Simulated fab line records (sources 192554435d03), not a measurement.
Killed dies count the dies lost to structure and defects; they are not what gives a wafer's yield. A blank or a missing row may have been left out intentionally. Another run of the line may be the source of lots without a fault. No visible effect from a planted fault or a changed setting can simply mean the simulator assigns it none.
fab line records + flow n5Finfet + part 2 of 2: steps 17 to 26 of 26
record:
- lots: 5
- wafers: 15
- lastDay: 17
route steps=1938 shown MOL_CONTACT_COAG@601
lots that met no fault: taken from a fault-free run of the same line
startH: start of the lot's first displayed wafer, in hours after the record's first day + waitH: hours from the lot's prior step to this one + " same as the row above + L1.1+2: several wafers, shown together as one row + - value missing, or start not given + * or withheld: withheld + < > ~ a bound
route shown NAME@n: names a module that has steps shown in the file, with the first one's number in the route + usual: mean/standard deviation of fault-free wafers + same: alike in all rows + chamber/n: place in a boat + sites: per-site readings + _std_site: standard deviation across them + _edge_site: the outer-site mean with the inner-site mean subtracted + radiusMm: for every site, how far away it sits from the centre of the wafer + mask NAME#n: copy n + behind: the most recent tool/chamber to have shaped the wafer + hold: reason for holding the lot/hours on hold/outcome of the hold + device: transistor that didn't switch, given as n, p or np + end of line: tests of these same wafers at the route's end + a step with no rows: only its recipe + killed: at the first sort, the dies lost to defects and structure; wafer yield is something else + map: a wafer's dies, marking killed ones x, the rest . and places with no die _
set.NAME: the setting that was run; set.NAME@STEP: the one run at that earlier step + model.NAME: the simulator's own value behind a step, which no gauge read
certain route steps with their lots: each step a table, each wafer a row
services: from which hour (startH, from the record's first day; less than 0 if before it) a tool's chamber was out of use, for how many hours, and why
== steps ==
step: N5_MOL_CONTACT_COAG_ETCH_48
recipe:
- chemistry: C4F6/O2
- targetDepthA: 150
- overetchA: 45
- maskMaterial: SOC
- target: SiOC
- biasW: 465
- pressureMtorr: 10
- timeS: 17
- sourceW: 335
- Ar_flow_sccm: 300
- C4F6_flow_sccm: 10
- O2_flow_sccm: 10
- ionEnergyEv: 576
usual:
- O2_flow_sccm: 10.002/0.027
- drypumpMotorCurrentA: 5.6/0.43
- mfcArSccm: 300.0/0.94
- oesProductAu: 0.66/0.072
- rfVppV: 1583/11
- showerheadPlenumPTorr: 2.85/0.098
- throttleValvePct: 40.6/0.3
| lot.wafer | tool       | chamber | startH | waitH | O2_flow_sccm | drypumpMotorCurrentA | mfcArSccm | oesProductAu | rfHoursCounterH | rfVppV | showerheadPlenumPTorr | throttleValvePct |
|-----------|------------|---------|--------|-------|--------------|----------------------|-----------|--------------|-----------------|--------|-----------------------|------------------|
| L081.1    | rieDiel-01 | 3       | 146.26 | 0.0   | 10.008       | 5.3                  | 299.3     | 0.71         | 86              | 1591   | 2.76                  | 40.1             |
| L081.5    | "          | 2       | "      | "     | 9.993        | 5.3                  | 300.7     | 0.67         | -               | 1574   | 2.74                  | 40.4             |
| L081.6    | "          | 3       | "      | "     | 9.986        | 5.3                  | 299.8     | 0.68         | -               | 1591   | 2.76                  | 40.1             |
| L083.4    | rieDiel-06 | 1       | 153.37 | 0.0   | 10.029       | 6.2                  | 299.0     | 0.76         | -               | 1575   | 3.02                  | 40.9             |
| L083.5    | "          | 2       | "      | "     | 9.978        | 5.8                  | 297.8     | 0.64         | -               | 1573   | 2.82                  | 40.7             |
| L083.6    | "          | 3       | "      | "     | 10.006       | 5.7                  | 300.3     | 0.60         | -               | 1597   | 2.92                  | 41.0             |
| L086.1    | rieDiel-06 | 0       | 178.34 | 0.0   | 9.954        | 4.8                  | 299.5     | 0.75         | 61              | 1592   | 2.99                  | 40.6             |
| L086.4    | "          | 3       | "      | "     | 9.987        | 5.7                  | 301.4     | 0.62         | 237             | 1595   | 2.92                  | 41.1             |
| L086.5    | "          | 0       | "      | "     | 10.035       | 4.8                  | 299.8     | 0.74         | -               | 1592   | 2.99                  | 40.6             |
| L087.2    | rieDiel-01 | 2       | 180.89 | 0.0   | 9.970        | 5.3                  | 300.2     | 0.61         | 116             | 1574   | 2.73                  | 40.4             |
| L087.4    | "          | 0       | "      | "     | 9.969        | 6.2                  | 300.0     | 0.57         | 225             | 1574   | 2.82                  | 41.0             |
| L087.5    | "          | 3       | "      | "     | 9.999        | 5.4                  | 299.4     | 0.66         | -               | 1591   | 2.75                  | 40.1             |
| L096.2    | rieDiel-06 | 2       | 239.69 | 0.0   | 9.998        | 5.8                  | 300.2     | 0.63         | 234             | 1570   | 2.80                  | 40.7             |
| L096.3    | "          | 1       | "      | "     | 9.973        | 6.3                  | 299.6     | 0.72         | 63              | 1573   | 3.01                  | 40.9             |
| L096.6    | "          | 2       | "      | "     | 9.964        | 5.8                  | 300.9     | 0.61         | -               | 1570   | 2.80                  | 40.7             |
step: N5_MOL_CONTACT_COAG_STRIP_72
recipe:
- chemistry: N2/H2
- powerW: 450
- tempC: 40
- pressureMtorr: 20
- rfFrequencyHz: 6e+07
- overashFraction: 3
- biasPowerW: 7
- h2Frac: 0.5
- n2FlowSccm: 200
- h2FlowSccm: 200
usual:
- drypumpMotorCurrentA: 5.6/0.43
- oesProductAu: 0.79/0.082
- rfVppV: 59.1/2.2
- showerheadPlenumPTorr: 2.55/0.09
- throttleValvePct: 23.66/0.24
| lot.wafer | tool       | chamber | startH | waitH | drypumpMotorCurrentA | oesProductAu | rfHoursCounterH | rfVppV | showerheadPlenumPTorr | throttleValvePct |
|-----------|------------|---------|--------|-------|----------------------|--------------|-----------------|--------|-----------------------|------------------|
| L081.1    | rieDiel-01 | 3       | 146.32 | 0.0   | 5.3                  | 0.82         | 86              | 57.2   | 2.46                  | 23.36            |
| L081.5    | "          | 2       | "      | "     | 5.3                  | 0.79         | -               | 56.3   | 2.45                  | 23.68            |
| L081.6    | "          | 3       | "      | "     | 5.3                  | 0.81         | -               | 59.3   | 2.46                  | 23.40            |
| L083.4    | rieDiel-06 | 1       | 153.42 | 0.0   | 6.3                  | 0.88         | -               | 62.5   | 2.70                  | 23.83            |
| L083.5    | "          | 2       | "      | "     | 5.8                  | 0.72         | -               | 54.8   | 2.52                  | 23.73            |
| L083.6    | "          | 3       | "      | "     | 5.7                  | 0.70         | -               | 62.7   | 2.61                  | 23.91            |
| L086.1    | rieDiel-06 | 0       | 178.40 | 0.0   | 4.8                  | 0.85         | 61              | 61.1   | 2.68                  | 23.57            |
| L086.4    | "          | 3       | "      | "     | 5.7                  | 0.66         | 237             | 58.4   | 2.60                  | 23.92            |
| L086.5    | "          | 0       | "      | "     | 4.8                  | 0.84         | -               | 60.1   | 2.68                  | 23.55            |
| L087.2    | rieDiel-01 | 2       | 180.94 | 0.0   | 5.3                  | 0.79         | 116             | 61.2   | 2.45                  | 23.70            |
| L087.4    | "          | 0       | "      | "     | 6.2                  | 0.70         | 225             | 59.4   | 2.52                  | 24.04            |
| L087.5    | "          | 3       | "      | "     | 5.3                  | 0.79         | -               | 58.0   | 2.45                  | 23.40            |
| L096.2    | rieDiel-06 | 2       | 239.75 | 0.0   | 5.8                  | 0.70         | 234             | 63.0   | 2.50                  | 23.79            |
| L096.3    | "          | 1       | "      | "     | 6.3                  | 0.85         | 63              | 57.9   | 2.69                  | 23.91            |
| L096.6    | "          | 2       | "      | "     | 5.8                  | 0.70         | -               | 56.9   | 2.50                  | 23.76            |
step: N5_MOL_CONTACT_COAG_STRIP_49
recipe:
- chemistry: N2/H2
- timeS: 30
- powerW: 1000
- tempC: 250
- pressureMtorr: withheld
- n2FlowSccm: 1750
- h2FlowSccm: 3250
usual:
- drypumpMotorCurrentA: 5.5/0.47
- heaterPowerW: 319/64
| lot.wafer | tool           | chamber | startH | waitH | drypumpMotorCurrentA | heaterPowerW | rfHoursCounterH |
|-----------|----------------|---------|--------|-------|----------------------|--------------|-----------------|
| L081.1    | plasmaAsher-02 | 1       | 146.40 | -     | 6.0                  | 225          | 99              |
| L081.5    | "              | 1       | "      | "     | 6.0                  | 231          | -               |
| L081.6    | "              | 0       | "      | "     | 5.7                  | 366          | -               |
| L083.4    | plasmaAsher-02 | 0       | 153.76 | -     | 5.7                  | 373          | -               |
| L083.5    | "              | 1       | "      | "     | 6.0                  | 222          | -               |
| L083.6    | "              | 0       | "      | "     | 5.7                  | 379          | -               |
| L086.1    | plasmaAsher-01 | 1       | 178.48 | -     | 4.7                  | 377          | 52              |
| L086.4    | "              | 0       | "      | "     | 5.1                  | 326          | -               |
| L086.5    | "              | 0       | "      | "     | 5.1                  | 332          | -               |
| L087.2    | plasmaAsher-02 | 0       | 181.02 | -     | 5.7                  | 375          | 109             |
| L087.4    | "              | 0       | "      | "     | 5.7                  | 377          | -               |
| L087.5    | "              | 1       | "      | "     | 6.0                  | 233          | -               |
| L096.2    | plasmaAsher-01 | 1       | 239.83 | -     | 4.7                  | 376          | 66              |
| L096.3    | "              | 0       | "      | "     | 5.1                  | 337          | -               |
| L096.6    | "              | 0       | "      | "     | 5.1                  | 325          | -               |
step: N5_MOL_CONTACT_COAG_PRECLEAN_138
recipe:
- chemistry: alkalineClean
- tempC: 60
- timeS: 60
- doPpb: 50
| lot.wafer  | tool        | chamber | startH | waitH |
|------------|-------------|---------|--------|-------|
| L081.1+5+6 | wetBench-05 | 5,0,1   | 146.49 | 0.1   |
| L083.4+5+6 | wetBench-01 | 2,3,1   | 153.84 | 0.1   |
| L086.1+4+5 | wetBench-05 | 4,3,5   | 178.57 | 0.1   |
| L087.2+4+5 | wetBench-05 | 6,5,4   | 181.11 | 0.1   |
| L096.2+3+6 | wetBench-04 | 7,5,6   | 239.92 | 0.1   |
step: N5_MOL_CONTACT_COAG_SRD_139
recipe:
- dry: ipaMarangoni
- timeS: 30
- tempC: 23
- rinseLiquid: diw
| lot.wafer  | tool        | chamber | startH | waitH |
|------------|-------------|---------|--------|-------|
| L081.1+5+6 | wetBench-05 | 5,0,1   | 146.51 | 0.0   |
| L083.4+5+6 | wetBench-01 | 2,3,1   | 153.86 | 0.0   |
| L086.1+4+5 | wetBench-05 | 4,3,5   | 178.59 | 0.0   |
| L087.2+4+5 | wetBench-05 | 6,5,4   | 181.13 | 0.0   |
| L096.2+3+6 | wetBench-04 | 7,5,6   | 239.93 | 0.0   |
step: N5_MOL_CONTACT_COAG_CD_MEAS_101
recipe:
- targetCdNm: 16
usual:
- cdNm: 16.00/0.3
| lot.wafer | tool     | chamber | startH | waitH | cdNm  |
|-----------|----------|---------|--------|-------|-------|
| L081.1    | cdSem-02 | -       | 146.55 | 0.0   | 15.69 |
| L081.5    | "        | -       | "      | "     | 15.95 |
| L081.6    | "        | -       | "      | "     | 16.30 |
| L083.4    | cdSem-01 | -       | 153.90 | 0.0   | 16.06 |
| L083.5    | "        | -       | "      | "     | 16.15 |
| L083.6    | "        | -       | "      | "     | 16.92 |
| L086.1    | cdSem-03 | -       | 178.63 | 0.0   | 15.99 |
| L086.4    | "        | -       | "      | "     | 15.97 |
| L086.5    | "        | -       | "      | "     | 16.48 |
| L087.2    | cdSem-03 | -       | 181.17 | 0.0   | 16.09 |
| L087.4    | "        | -       | "      | "     | 16.11 |
| L087.5    | "        | -       | "      | "     | 16.16 |
| L096.2    | cdSem-03 | -       | 239.98 | 0.0   | 15.65 |
| L096.3    | "        | -       | "      | "     | 15.76 |
| L096.6    | "        | -       | "      | "     | 15.80 |
step: N5_MOL_CONTACT_COAG_PRE_CLEAN_121
recipe:
- gas: H2/He
- timeS: *
- tempC: withheld
| lot.wafer  | tool    | chamber | startH | waitH |
|------------|---------|---------|--------|-------|
| L081.1+5+6 | cvdW-01 | 0,0,1   | 146.59 | 0.0   |
| L083.4+5+6 | cvdW-02 | 1,1,0   | 153.97 | 0.1   |
| L086.1+4+5 | cvdW-01 | 0,1,0   | 178.67 | 0.0   |
| L087.2+4+5 | cvdW-02 | 0,1,1   | 181.21 | 0.0   |
| L096.2+3+6 | cvdW-02 | 1,0,0   | 240.02 | 0.0   |
step: N5_MOL_CONTACT_COAG_CVD_140
recipe:
- material: W
- targetThkA: 665
- mode: selectiveFill
- tempC: 300
- timeS: 215
usual:
- heaterPowerW: 526/78
| lot.wafer | tool    | chamber | startH | waitH | heaterPowerW |
|-----------|---------|---------|--------|-------|--------------|
| L081.1    | cvdW-01 | 0       | 146.68 | 0.1   | 534          |
| L081.5    | "       | 0       | "      | "     | 536          |
| L081.6    | "       | 1       | "      | "     | 657          |
| L083.4    | cvdW-02 | 1       | 154.11 | 0.1   | 509          |
| L083.5    | "       | 1       | "      | "     | 524          |
| L083.6    | "       | 0       | "      | "     | 416          |
| L086.1    | cvdW-01 | 0       | 178.76 | 0.1   | 550          |
| L086.4    | "       | 1       | "      | "     | 631          |
| L086.5    | "       | 0       | "      | "     | 554          |
| L087.2    | cvdW-02 | 0       | 181.30 | 0.1   | 414          |
| L087.4    | "       | 1       | "      | "     | 509          |
| L087.5    | "       | 1       | "      | "     | 515          |
| L096.2    | cvdW-02 | 1       | 240.11 | 0.1   | 505          |
| L096.3    | "       | 0       | "      | "     | 418          |
| L096.6    | "       | 0       | "      | "     | 412          |
step: N5_MOL_CONTACT_COAG_PRECLEAN_127
recipe:
- chemistry: DIW
- timeS: 57.5
- tempC: 23
| lot.wafer  | tool        | chamber | startH | waitH |
|------------|-------------|---------|--------|-------|
| L081.1+5+6 | wetBench-01 | 6,0,7   | 146.95 | 0.2   |
| L083.4+5+6 | wetBench-01 | 6,1,5   | 154.30 | 0.1   |
| L086.1+4+5 | wetBench-05 | 1,3,2   | 179.03 | 0.2   |
| L087.2+4+5 | wetBench-04 | 0,1,3   | 181.57 | 0.2   |
| L096.2+3+6 | wetBench-05 | 6,4,2   | 240.38 | 0.2   |
step: N5_MOL_CONTACT_COAG_SRD_128
recipe:
- dryTimeS: 32
- dry: n2Spin
- spinRpm: 1500
| lot.wafer  | tool        | chamber | startH | waitH |
|------------|-------------|---------|--------|-------|
| L081.1+5+6 | wetBench-01 | 6,0,7   | 146.97 | 0.0   |
| L083.4+5+6 | wetBench-01 | 6,1,5   | 154.32 | 0.0   |
| L086.1+4+5 | wetBench-05 | 1,3,2   | 179.05 | 0.0   |
| L087.2+4+5 | wetBench-04 | 0,1,3   | 181.59 | 0.0   |
| L096.2+3+6 | wetBench-05 | 6,4,2   | 240.40 | 0.0   |
== services ==
| tool           | chamber | startH | hours | kind                        |
|----------------|---------|--------|-------|-----------------------------|
| aldSin-03      | -       | 143.78 | 28.1  | pm                          |
| rieDiel-06     | 0       | 149.96 | 9.6   | repair                      |
| cvdW-01        | -       | 165.86 | 2.4   | repair                      |
| aldSin-04      | -       | 176.82 | 14.0  | pm                          |
| aldSin-04      | 0       | 176.82 | 14.0  | ventCycle                   |
| aldSin-04      | 1       | 176.82 | 14.0  | ventCycle                   |
| aldSin-04      | 2       | 176.82 | 14.0  | ventCycle                   |
| aldSin-04      | 3       | 176.82 | 14.0  | ventCycle                   |
| rieDiel-06     | -       | 186.01 | 2.8   | pm                          |
| aldSin-01      | -       | 186.80 | 0.8   | pm                          |
| aldSin-03      | -       | 187.19 | 2.6   | repair                      |
| aldSin-04      | 0       | 190.82 | -     | clean                       |
| aldSin-04      | 1       | 190.82 | -     | clean                       |
| aldSin-04      | 2       | 190.82 | -     | clean                       |
| aldSin-04      | 3       | 190.82 | -     | clean                       |
| rieDiel-06     | 2       | 193.07 | 5.0   | repair                      |
| aldSin-01      | 0       | 196.32 | 3.0   | repair                      |
| aldSin-03      | 0       | 199.37 | 8.0   | repair                      |
| rieDiel-06     | 3       | 217.63 | -     | clean                       |
| rieDiel-06     | 3       | 217.63 | -     | consumableReplace:focusRing |
| rieDiel-06     | 3       | 217.63 | 24.0  | scheduledDown               |
| rieDiel-06     | 3       | 217.63 | 24.0  | ventCycle                   |
| plasmaAsher-02 | -       | 227.36 | 28.1  | pm                          |
| aldSin-01      | -       | 239.76 | 6.1   | pm                          |
